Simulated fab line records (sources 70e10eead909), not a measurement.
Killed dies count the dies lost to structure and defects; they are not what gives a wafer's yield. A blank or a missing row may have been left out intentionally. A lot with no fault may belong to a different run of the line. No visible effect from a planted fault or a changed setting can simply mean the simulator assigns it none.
Which tool did it? / flow nandHarc / 24 lots, 72 wafers sampled, at 5 steps of a route of 1159

## WHAT EACH GAUGE READ, for each wafer
NHARC_P_STI_CD_MEAS_09: target cd 200 nm.
lot=L074; measured=day 2 08:20; on=cdSem-01; cdNm (nm)=201.5 200.7 202.3
lot=L075; measured=day 2 18:56; on=cdSem-01; cdNm (nm)=199.9 199.3 200.3
lot=L076; measured=day 3 03:16; on=cdSem-01; cdNm (nm)=202.6 203.1 203.4
lot=L077; measured=day 3 03:25; on=cdSem-03; cdNm (nm)=201.6 200.5 203.0
lot=L078; measured=day 3 11:16; on=cdSem-01; cdNm (nm)=201.7 200.7 202.8
lot=L079; measured=day 3 17:13; on=cdSem-01; cdNm (nm)=202.0 201.8 198.9
lot=L080; measured=day 4 00:54; on=cdSem-02; cdNm (nm)=198.0 197.4 197.5
lot=L081; measured=day 4 06:21; on=cdSem-03; cdNm (nm)=198.8 198.7 198.8
lot=L082; measured=day 4 13:28; on=cdSem-01; cdNm (nm)=198.7 200.1 200.1
lot=L083; measured=day 4 13:30; on=cdSem-03; cdNm (nm)=195.8 196.5 198.4
lot=L084; measured=day 5 01:24; on=cdSem-01; cdNm (nm)=202.0 202.1 199.8
lot=L085; measured=day 5 05:45; on=cdSem-03; cdNm (nm)=199.3 197.5 199.0
lot=L086; measured=day 5 13:34; on=cdSem-02; cdNm (nm)=200.6 200.6 201.5
lot=L087; measured=day 5 13:44; on=cdSem-03; cdNm (nm)=200.2 198.7 198.6
lot=L088; measured=day 6 01:55; on=cdSem-01; cdNm (nm)=197.5 197.8 200.3
lot=L089; measured=day 6 01:45; on=cdSem-01; cdNm (nm)=198.3 198.5 198.9
lot=L090; measured=day 6 10:55; on=cdSem-03; cdNm (nm)=199.1 199.3 200.0
lot=L091; measured=day 6 19:01; on=cdSem-01; cdNm (nm)=200.3 202.9 202.0
lot=L092; measured=day 7 01:23; on=cdSem-03; cdNm (nm)=199.6 199.7 200.0
lot=L093; measured=day 7 06:26; on=cdSem-02; cdNm (nm)=197.0 200.8 199.1
lot=L094; measured=day 7 13:54; on=cdSem-01; cdNm (nm)=201.0 200.0 199.7
lot=L095; measured=day 7 14:04; on=cdSem-03; cdNm (nm)=194.5 198.1 195.5
lot=L096; measured=day 8 04:04; on=cdSem-02; cdNm (nm)=198.4 197.2 199.1
lot=L097; measured=day 8 03:54; on=cdSem-02; cdNm (nm)=200.0 199.1 199.9

NHARC_P_STI_OCD_MEAS_17.
lot=L074; measured=day 2 09:07; on=ocd-01; trenchDepthNm (nm)=301.5 301.9 298.7; trenchFootCdNm (nm)=159.0 158.5 160.7
lot=L075; measured=day 2 19:45; on=ocd-01; trenchDepthNm (nm)=294.2 298.5 298.9; trenchFootCdNm (nm)=157.6 157.3 158.1
lot=L076; measured=day 3 04:03; on=ocd-01; trenchDepthNm (nm)=302.6 301.3 295.2; trenchFootCdNm (nm)=160.7 161.0 161.8
lot=L077; measured=day 3 04:14; on=ocd-02; trenchDepthNm (nm)=293.3 299.4 297.7; trenchFootCdNm (nm)=160.2 158.3 162.1
lot=L078; measured=day 3 12:03; on=ocd-01; trenchDepthNm (nm)=304.4 300.8 302.8; trenchFootCdNm (nm)=159.5 159.3 160.4
lot=L079; measured=day 3 18:00; on=ocd-02; trenchDepthNm (nm)=301.3 304.2 302.0; trenchFootCdNm (nm)=159.4 159.2 156.9
lot=L080; measured=day 4 01:41; on=ocd-02; trenchDepthNm (nm)=299.7 297.8 294.9; trenchFootCdNm (nm)=155.7 155.7 156.1
lot=L081; measured=day 4 07:10; on=ocd-02; trenchDepthNm (nm)=297.0 296.3 297.6; trenchFootCdNm (nm)=157.0 157.9 157.2
lot=L082; measured=day 4 14:16; on=ocd-02; trenchDepthNm (nm)=305.5 301.5 303.1; trenchFootCdNm (nm)=155.6 158.1 157.5
lot=L083; measured=day 4 14:19; on=ocd-01; trenchDepthNm (nm)=296.3 299.7 295.8; trenchFootCdNm (nm)=154.6 153.9 156.3
lot=L084; measured=day 5 02:11; on=ocd-02; trenchDepthNm (nm)=299.9 299.6 300.1; trenchFootCdNm (nm)=160.3 160.1 157.9
lot=L085; measured=day 5 06:32; on=ocd-02; trenchDepthNm (nm)=297.1 299.7 296.4; trenchFootCdNm (nm)=157.8 155.7 157.2
lot=L086; measured=day 5 14:22; on=ocd-01; trenchDepthNm (nm)=297.6 297.1 297.6; trenchFootCdNm (nm)=159.1 159.0 159.8
lot=L087; measured=day 5 14:31; on=ocd-02; trenchDepthNm (nm)=302.5 303.4 302.0; trenchFootCdNm (nm)=157.4 156.1 155.5
lot=L088; measured=day 6 02:42; on=ocd-01; trenchDepthNm (nm)=301.0 300.2 297.0; trenchFootCdNm (nm)=154.7 155.9 159.5
lot=L089; measured=day 6 02:33; on=ocd-02; trenchDepthNm (nm)=302.8 306.6 304.4; trenchFootCdNm (nm)=156.2 155.4 156.4
lot=L090; measured=day 6 11:46; on=ocd-02; trenchDepthNm (nm)=301.1 303.7 300.9; trenchFootCdNm (nm)=156.5 157.0 158.0
lot=L091; measured=day 6 19:49; on=ocd-02; trenchDepthNm (nm)=298.3 300.3 298.2; trenchFootCdNm (nm)=158.3 160.8 160.1
lot=L092; measured=day 7 02:10; on=ocd-02; trenchDepthNm (nm)=303.7 300.8 301.6; trenchFootCdNm (nm)=157.0 157.6 157.8
lot=L093; measured=day 7 07:13; on=ocd-01; trenchDepthNm (nm)=301.4 302.2 299.6; trenchFootCdNm (nm)=154.7 159.0 156.7
lot=L094; measured=day 7 14:44; on=ocd-02; trenchDepthNm (nm)=304.0 301.9 298.4; trenchFootCdNm (nm)=159.0 157.5 157.6
lot=L095; measured=day 7 14:52; on=ocd-01; trenchDepthNm (nm)=298.1 307.0 303.1; trenchFootCdNm (nm)=152.9 154.6 153.0
lot=L096; measured=day 8 04:52; on=ocd-01; trenchDepthNm (nm)=302.6 298.2 303.7; trenchFootCdNm (nm)=156.7 156.0 156.2
lot=L097; measured=day 8 04:41; on=ocd-02; trenchDepthNm (nm)=302.6 305.8 302.1; trenchFootCdNm (nm)=157.9 156.7 157.7

NHARC_P_STI_OCD_MEAS_43.
lot=L074; measured=day 2 09:38; on=ocd-01; trenchDepthNm (nm)=302.0 302.0 298.3; trenchFootCdNm (nm)=158.8 158.6 160.8
lot=L075; measured=day 2 20:21; on=ocd-02; trenchDepthNm (nm)=294.1 298.6 299.4; trenchFootCdNm (nm)=158.4 157.3 158.0
lot=L076; measured=day 3 04:34; on=ocd-01; trenchDepthNm (nm)=303.3 300.9 295.0; trenchFootCdNm (nm)=160.5 161.0 161.6
lot=L077; measured=day 3 04:45; on=ocd-02; trenchDepthNm (nm)=293.5 299.2 298.1; trenchFootCdNm (nm)=160.2 158.8 161.3
lot=L078; measured=day 3 12:33; on=ocd-02; trenchDepthNm (nm)=303.9 300.9 302.4; trenchFootCdNm (nm)=159.6 159.0 160.0
lot=L079; measured=day 3 18:31; on=ocd-01; trenchDepthNm (nm)=301.1 303.9 302.0; trenchFootCdNm (nm)=159.9 159.1 156.3
lot=L080; measured=day 4 02:17; on=ocd-01; trenchDepthNm (nm)=299.0 297.8 294.5; trenchFootCdNm (nm)=156.0 156.3 156.5
lot=L081; measured=day 4 07:40; on=ocd-01; trenchDepthNm (nm)=297.0 297.0 297.0; trenchFootCdNm (nm)=157.4 157.3 157.3
lot=L082; measured=day 4 14:47; on=ocd-02; trenchDepthNm (nm)=306.2 301.9 302.8; trenchFootCdNm (nm)=156.5 158.2 157.8
lot=L083; measured=day 4 14:55; on=ocd-01; trenchDepthNm (nm)=296.3 299.1 296.3; trenchFootCdNm (nm)=154.7 154.0 156.7
lot=L084; measured=day 5 02:48; on=ocd-01; trenchDepthNm (nm)=299.6 299.4 299.8; trenchFootCdNm (nm)=160.1 160.4 157.8
lot=L085; measured=day 5 07:03; on=ocd-01; trenchDepthNm (nm)=297.7 299.7 296.6; trenchFootCdNm (nm)=158.0 155.3 157.0
lot=L086; measured=day 5 14:52; on=ocd-01; trenchDepthNm (nm)=297.4 297.1 297.7; trenchFootCdNm (nm)=158.7 158.8 160.2
lot=L087; measured=day 5 15:09; on=ocd-02; trenchDepthNm (nm)=302.5 302.4 302.2; trenchFootCdNm (nm)=158.0 156.0 155.9
lot=L088; measured=day 6 03:13; on=ocd-01; trenchDepthNm (nm)=302.2 299.5 297.1; trenchFootCdNm (nm)=155.3 156.3 158.8
lot=L089; measured=day 6 03:03; on=ocd-02; trenchDepthNm (nm)=302.4 306.7 304.2; trenchFootCdNm (nm)=156.3 155.6 156.3
lot=L090; measured=day 6 12:16; on=ocd-01; trenchDepthNm (nm)=301.1 303.1 300.6; trenchFootCdNm (nm)=157.2 157.2 158.1
lot=L091; measured=day 6 20:19; on=ocd-01; trenchDepthNm (nm)=298.7 299.9 298.0; trenchFootCdNm (nm)=158.1 161.1 159.9
lot=L092; measured=day 7 02:41; on=ocd-01; trenchDepthNm (nm)=303.7 300.3 301.2; trenchFootCdNm (nm)=156.8 158.1 157.8
lot=L093; measured=day 7 07:44; on=ocd-02; trenchDepthNm (nm)=300.9 302.4 300.1; trenchFootCdNm (nm)=154.8 158.9 156.7
lot=L094; measured=day 7 15:14; on=ocd-02; trenchDepthNm (nm)=304.1 301.4 297.8; trenchFootCdNm (nm)=158.4 158.0 157.9
lot=L095; measured=day 7 15:23; on=ocd-01; trenchDepthNm (nm)=298.3 307.0 303.9; trenchFootCdNm (nm)=152.7 155.0 152.7
lot=L096; measured=day 8 05:22; on=ocd-01; trenchDepthNm (nm)=302.6 298.6 304.6; trenchFootCdNm (nm)=156.7 155.3 156.9
lot=L097; measured=day 8 05:11; on=ocd-02; trenchDepthNm (nm)=302.1 305.8 301.7; trenchFootCdNm (nm)=157.4 156.5 157.6

## EACH LOT AND THE TOOL THAT RAN IT (in order: tool; ch and the chambers of the sampled wafers; start)
lot=L074; NHARC_P_ZERO_WELL_DESCUM_54=rieDiel-05 ch 2,3, day 1 18:10; NHARC_P_ZERO_WELL_RTA_42=rtpAnneal-02 ch 0, day 1 19:29
lot=L075; NHARC_P_ZERO_WELL_DESCUM_54=rieDiel-09 ch 1,2, day 2 00:08; NHARC_P_ZERO_WELL_RTA_42=rtpAnneal-01 ch 0, day 2 01:25
lot=L076; NHARC_P_ZERO_WELL_DESCUM_54=rieDiel-09 ch 0,1,2, day 2 06:07; NHARC_P_ZERO_WELL_RTA_42=rtpAnneal-02 ch 0, day 2 07:10
lot=L077; NHARC_P_ZERO_WELL_DESCUM_54=rieDiel-09 ch 0,2,3, day 2 11:57; NHARC_P_ZERO_WELL_RTA_42=rtpAnneal-01 ch 0, day 2 12:59
lot=L078; NHARC_P_ZERO_WELL_DESCUM_54=rieDiel-05 ch 0,1, day 2 17:50; NHARC_P_ZERO_WELL_RTA_42=rtpAnneal-02 ch 0, day 2 18:51
lot=L079; NHARC_P_ZERO_WELL_DESCUM_54=rieDiel-05 ch 1,3, day 3 00:04; NHARC_P_ZERO_WELL_RTA_42=rtpAnneal-02 ch 0, day 3 01:11
lot=L080; NHARC_P_ZERO_WELL_DESCUM_54=rieDiel-09 ch 0,1,2, day 3 06:05; NHARC_P_ZERO_WELL_RTA_42=rtpAnneal-02 ch 0, day 3 07:20
lot=L081; NHARC_P_ZERO_WELL_DESCUM_54=rieDiel-05 ch 0,1,3, day 3 11:52; NHARC_P_ZERO_WELL_RTA_42=rtpAnneal-01 ch 0, day 3 12:59
lot=L082; NHARC_P_ZERO_WELL_DESCUM_54=rieDiel-09 ch 0,2, day 3 17:59; NHARC_P_ZERO_WELL_RTA_42=rtpAnneal-02 ch 0, day 3 18:57
lot=L083; NHARC_P_ZERO_WELL_DESCUM_54=rieDiel-05 ch 2,3, day 3 23:48; NHARC_P_ZERO_WELL_RTA_42=rtpAnneal-02 ch 0, day 4 00:47
lot=L084; NHARC_P_ZERO_WELL_DESCUM_54=rieDiel-06 ch 0,2,3, day 4 05:40; NHARC_P_ZERO_WELL_RTA_42=rtpAnneal-02 ch 0, day 4 06:39
lot=L085; NHARC_P_ZERO_WELL_DESCUM_54=rieDiel-05 ch 0,1,2, day 4 11:57; NHARC_P_ZERO_WELL_RTA_42=rtpAnneal-01 ch 0, day 4 12:56
lot=L086; NHARC_P_ZERO_WELL_DESCUM_54=rieDiel-06 ch 0,1, day 4 17:47; NHARC_P_ZERO_WELL_RTA_42=rtpAnneal-02 ch 0, day 4 18:45
lot=L087; NHARC_P_ZERO_WELL_DESCUM_54=rieDiel-09 ch 0,3, day 4 23:44; NHARC_P_ZERO_WELL_RTA_42=rtpAnneal-01 ch 0, day 5 00:41
lot=L088; NHARC_P_ZERO_WELL_DESCUM_54=rieDiel-09 ch 0,1,2, day 5 05:53; NHARC_P_ZERO_WELL_RTA_42=rtpAnneal-01 ch 0, day 5 06:50
lot=L089; NHARC_P_ZERO_WELL_DESCUM_54=rieDiel-09 ch 0,1,3, day 5 11:59; NHARC_P_ZERO_WELL_RTA_42=rtpAnneal-02 ch 0, day 5 12:57
lot=L090; NHARC_P_ZERO_WELL_DESCUM_54=rieDiel-09 ch 0,1,2, day 5 17:57; NHARC_P_ZERO_WELL_RTA_42=rtpAnneal-02 ch 0, day 5 18:55
lot=L091; NHARC_P_ZERO_WELL_DESCUM_54=rieDiel-05 ch 0,1, day 5 23:41; NHARC_P_ZERO_WELL_RTA_42=rtpAnneal-01 ch 0, day 6 00:53
lot=L092; NHARC_P_ZERO_WELL_DESCUM_54=rieDiel-09 ch 0,1,3, day 6 05:59; NHARC_P_ZERO_WELL_RTA_42=rtpAnneal-01 ch 0, day 6 07:05
lot=L093; NHARC_P_ZERO_WELL_DESCUM_54=rieDiel-05 ch 0,1,2, day 6 12:13; NHARC_P_ZERO_WELL_RTA_42=rtpAnneal-01 ch 0, day 6 13:10
lot=L094; NHARC_P_ZERO_WELL_DESCUM_54=rieDiel-05 ch 0,1,2, day 6 17:48; NHARC_P_ZERO_WELL_RTA_42=rtpAnneal-01 ch 0, day 6 18:46
lot=L095; NHARC_P_ZERO_WELL_DESCUM_54=rieDiel-05 ch 0,1,2, day 7 00:08; NHARC_P_ZERO_WELL_RTA_42=rtpAnneal-01 ch 0, day 7 01:07
lot=L096; NHARC_P_ZERO_WELL_DESCUM_54=rieDiel-06 ch 0,1,2, day 7 06:06; NHARC_P_ZERO_WELL_RTA_42=rtpAnneal-01 ch 0, day 7 07:11
lot=L097; NHARC_P_ZERO_WELL_DESCUM_54=rieDiel-09 ch 0,1,3, day 7 11:49; NHARC_P_ZERO_WELL_RTA_42=rtpAnneal-02 ch 0, day 7 12:53
- NHARC_P_ZERO_WELL_DESCUM_54: chemistry O2, time 3 s.
- NHARC_P_ZERO_WELL_RTA_42: time 300 s.

## WHAT THE TOOLS THEMSELVES READ (means of the sampled wafers that have a number; where no wafer has one, the mark that the record gives instead)
NHARC_P_ZERO_WELL_DESCUM_54.
lot=L074; tool=rieDiel-05; drypumpMotorCurrentA (A)=5.2; oesProductAu (a.u.)=1.000; rfVppV (V)=57.9; showerheadPlenumPTorr (Torr)=1.82; throttleValvePct (%)=11.302
lot=L075; tool=rieDiel-09; drypumpMotorCurrentA (A)=5.8; oesProductAu (a.u.)=0.991; rfVppV (V)=58.2; showerheadPlenumPTorr (Torr)=1.89; throttleValvePct (%)=11.320
lot=L076; tool=rieDiel-09; drypumpMotorCurrentA (A)=5.5; oesProductAu (a.u.)=0.994; rfVppV (V)=58.0; showerheadPlenumPTorr (Torr)=1.96; throttleValvePct (%)=11.312
lot=L077; tool=rieDiel-09; drypumpMotorCurrentA (A)=5.5; oesProductAu (a.u.)=0.995; rfVppV (V)=58.0; showerheadPlenumPTorr (Torr)=1.90; throttleValvePct (%)=11.312
lot=L078; tool=rieDiel-05; drypumpMotorCurrentA (A)=6.1; oesProductAu (a.u.)=0.995; rfVppV (V)=57.6; showerheadPlenumPTorr (Torr)=1.92; throttleValvePct (%)=11.312
lot=L079; tool=rieDiel-05; drypumpMotorCurrentA (A)=5.4; oesProductAu (a.u.)=1.005; rfVppV (V)=57.8; showerheadPlenumPTorr (Torr)=1.88; throttleValvePct (%)=11.311
lot=L080; tool=rieDiel-09; drypumpMotorCurrentA (A)=5.5; oesProductAu (a.u.)=0.988; rfVppV (V)=58.9; showerheadPlenumPTorr (Torr)=1.96; throttleValvePct (%)=11.321
lot=L081; tool=rieDiel-05; drypumpMotorCurrentA (A)=5.8; oesProductAu (a.u.)=1.004; rfVppV (V)=58.0; showerheadPlenumPTorr (Torr)=1.90; throttleValvePct (%)=11.309
lot=L082; tool=rieDiel-09; drypumpMotorCurrentA (A)=5.4; oesProductAu (a.u.)=0.997; rfVppV (V)=57.2; showerheadPlenumPTorr (Torr)=1.96; throttleValvePct (%)=11.295
lot=L083; tool=rieDiel-05; drypumpMotorCurrentA (A)=5.2; oesProductAu (a.u.)=0.996; rfVppV (V)=56.5; showerheadPlenumPTorr (Torr)=1.82; throttleValvePct (%)=11.312
lot=L084; tool=rieDiel-06; drypumpMotorCurrentA (A)=5.6; oesProductAu (a.u.)=1.010; rfVppV (V)=58.6; showerheadPlenumPTorr (Torr)=1.89; throttleValvePct (%)=11.306
lot=L085; tool=rieDiel-05; drypumpMotorCurrentA (A)=6.0; oesProductAu (a.u.)=0.996; rfVppV (V)=57.5; showerheadPlenumPTorr (Torr)=1.91; throttleValvePct (%)=11.306
lot=L086; tool=rieDiel-06; drypumpMotorCurrentA (A)=5.3; oesProductAu (a.u.)=1.014; rfVppV (V)=57.9; showerheadPlenumPTorr (Torr)=1.83; throttleValvePct (%)=11.312
lot=L087; tool=rieDiel-09; drypumpMotorCurrentA (A)=5.3; oesProductAu (a.u.)=0.996; rfVppV (V)=59.1; showerheadPlenumPTorr (Torr)=1.97; throttleValvePct (%)=11.305
lot=L088; tool=rieDiel-09; drypumpMotorCurrentA (A)=5.6; oesProductAu (a.u.)=0.998; rfVppV (V)=57.9; showerheadPlenumPTorr (Torr)=1.96; throttleValvePct (%)=11.308
lot=L089; tool=rieDiel-09; drypumpMotorCurrentA (A)=5.5; oesProductAu (a.u.)=1.000; rfVppV (V)=57.8; showerheadPlenumPTorr (Torr)=1.97; throttleValvePct (%)=11.307
lot=L090; tool=rieDiel-09; drypumpMotorCurrentA (A)=5.6; oesProductAu (a.u.)=0.992; rfVppV (V)=57.7; showerheadPlenumPTorr (Torr)=1.96; throttleValvePct (%)=11.302
lot=L091; tool=rieDiel-05; drypumpMotorCurrentA (A)=6.2; oesProductAu (a.u.)=1.004; rfVppV (V)=57.8; showerheadPlenumPTorr (Torr)=1.97; throttleValvePct (%)=11.327
lot=L092; tool=rieDiel-09; drypumpMotorCurrentA (A)=5.5; oesProductAu (a.u.)=0.988; rfVppV (V)=57.8; showerheadPlenumPTorr (Torr)=1.97; throttleValvePct (%)=11.320
lot=L093; tool=rieDiel-05; drypumpMotorCurrentA (A)=5.9; oesProductAu (a.u.)=1.003; rfVppV (V)=58.3; showerheadPlenumPTorr (Torr)=1.91; throttleValvePct (%)=11.305
lot=L094; tool=rieDiel-05; drypumpMotorCurrentA (A)=5.9; oesProductAu (a.u.)=0.994; rfVppV (V)=57.8; showerheadPlenumPTorr (Torr)=1.91; throttleValvePct (%)=11.316
lot=L095; tool=rieDiel-05; drypumpMotorCurrentA (A)=5.9; oesProductAu (a.u.)=1.002; rfVppV (V)=57.8; showerheadPlenumPTorr (Torr)=1.91; throttleValvePct (%)=11.312
lot=L096; tool=rieDiel-06; drypumpMotorCurrentA (A)=5.5; oesProductAu (a.u.)=1.001; rfVppV (V)=57.0; showerheadPlenumPTorr (Torr)=1.88; throttleValvePct (%)=11.311
lot=L097; tool=rieDiel-09; drypumpMotorCurrentA (A)=5.5; oesProductAu (a.u.)=0.986; rfVppV (V)=57.8; showerheadPlenumPTorr (Torr)=1.97; throttleValvePct (%)=11.301

NHARC_P_ZERO_WELL_RTA_42.
lot=L074; tool=rtpAnneal-02; annealTempCMax=1107.1; lampPowerPct (%)=33.0; wafer_temp_C_max=1107.8
lot=L075; tool=rtpAnneal-01; annealTempCMax=1109.8; lampPowerPct (%)=31.4; wafer_temp_C_max=1105.5
lot=L076; tool=rtpAnneal-02; annealTempCMax=1107.4; lampPowerPct (%)=33.1; wafer_temp_C_max=1106.2
lot=L077; tool=rtpAnneal-01; annealTempCMax=1110.1; lampPowerPct (%)=31.4; wafer_temp_C_max=1106.0
lot=L078; tool=rtpAnneal-02; annealTempCMax=1107.2; lampPowerPct (%)=33.0; wafer_temp_C_max=1106.0
lot=L079; tool=rtpAnneal-02; annealTempCMax=1106.1; lampPowerPct (%)=33.1; wafer_temp_C_max=1107.5
lot=L080; tool=rtpAnneal-02; annealTempCMax=1105.8; lampPowerPct (%)=33.1; wafer_temp_C_max=1106.9
lot=L081; tool=rtpAnneal-01; annealTempCMax=1109.8; lampPowerPct (%)=31.5; wafer_temp_C_max=1104.9
lot=L082; tool=rtpAnneal-02; annealTempCMax=1107.1; lampPowerPct (%)=33.1; wafer_temp_C_max=1107.1
lot=L083; tool=rtpAnneal-02; annealTempCMax=1106.3; lampPowerPct (%)=33.1; wafer_temp_C_max=1105.7
lot=L084; tool=rtpAnneal-02; annealTempCMax=1105.8; lampPowerPct (%)=33.1; wafer_temp_C_max=1106.9
lot=L085; tool=rtpAnneal-01; annealTempCMax=1109.0; lampPowerPct (%)=31.5; wafer_temp_C_max=1104.4
lot=L086; tool=rtpAnneal-02; annealTempCMax=1106.1; lampPowerPct (%)=33.1; wafer_temp_C_max=1105.7
lot=L087; tool=rtpAnneal-01; annealTempCMax=1110.0; lampPowerPct (%)=31.5; wafer_temp_C_max=1105.1
lot=L088; tool=rtpAnneal-01; annealTempCMax=1107.6; lampPowerPct (%)=31.5; wafer_temp_C_max=1105.8
lot=L089; tool=rtpAnneal-02; annealTempCMax=1106.5; lampPowerPct (%)=33.1; wafer_temp_C_max=1105.9
lot=L090; tool=rtpAnneal-02; annealTempCMax=1106.8; lampPowerPct (%)=33.1; wafer_temp_C_max=1105.4
lot=L091; tool=rtpAnneal-01; annealTempCMax=1107.8; lampPowerPct (%)=31.4; wafer_temp_C_max=1105.2
lot=L092; tool=rtpAnneal-01; annealTempCMax=1110.1; lampPowerPct (%)=31.3; wafer_temp_C_max=1105.0
lot=L093; tool=rtpAnneal-01; annealTempCMax=1108.3; lampPowerPct (%)=31.4; wafer_temp_C_max=1104.4
lot=L094; tool=rtpAnneal-01; annealTempCMax=1111.7; lampPowerPct (%)=31.5; wafer_temp_C_max=1104.1
lot=L095; tool=rtpAnneal-01; annealTempCMax=1109.9; lampPowerPct (%)=31.4; wafer_temp_C_max=1105.8
lot=L096; tool=rtpAnneal-01; annealTempCMax=1109.0; lampPowerPct (%)=31.4; wafer_temp_C_max=1104.5
lot=L097; tool=rtpAnneal-02; annealTempCMax=1106.7; lampPowerPct (%)=33.1; wafer_temp_C_max=1106.9

## THE ANSWER, worked out from the rows above alone
Rule: what is usual is taken from the lots themselves. The widest of any qualifying gaps counts: lots, ordered by their means at a reading, are off when they make up no more than a third of the lots, leave a main group of 4 or more, and stand apart from it by 3 or more times the standard deviation of that group's means. A main group is skipped when, at the precision printed for the reading in the tables above, its means are all equal. A lot without any number at a reading at which 4 lots or more have one is off too. Any other lot the step has rows for is counted as sound. The gauges are gone through in route order, then the tools' own readings, and for those a lot's mean is taken as printed above. The first step at which some lot is off is used, and at that step the reading that is off furthest; a lot without a number counts as furthest.
None of the lots is off at any reading shown; this tells nothing.

## WHAT THE SIMULATOR PUT IN
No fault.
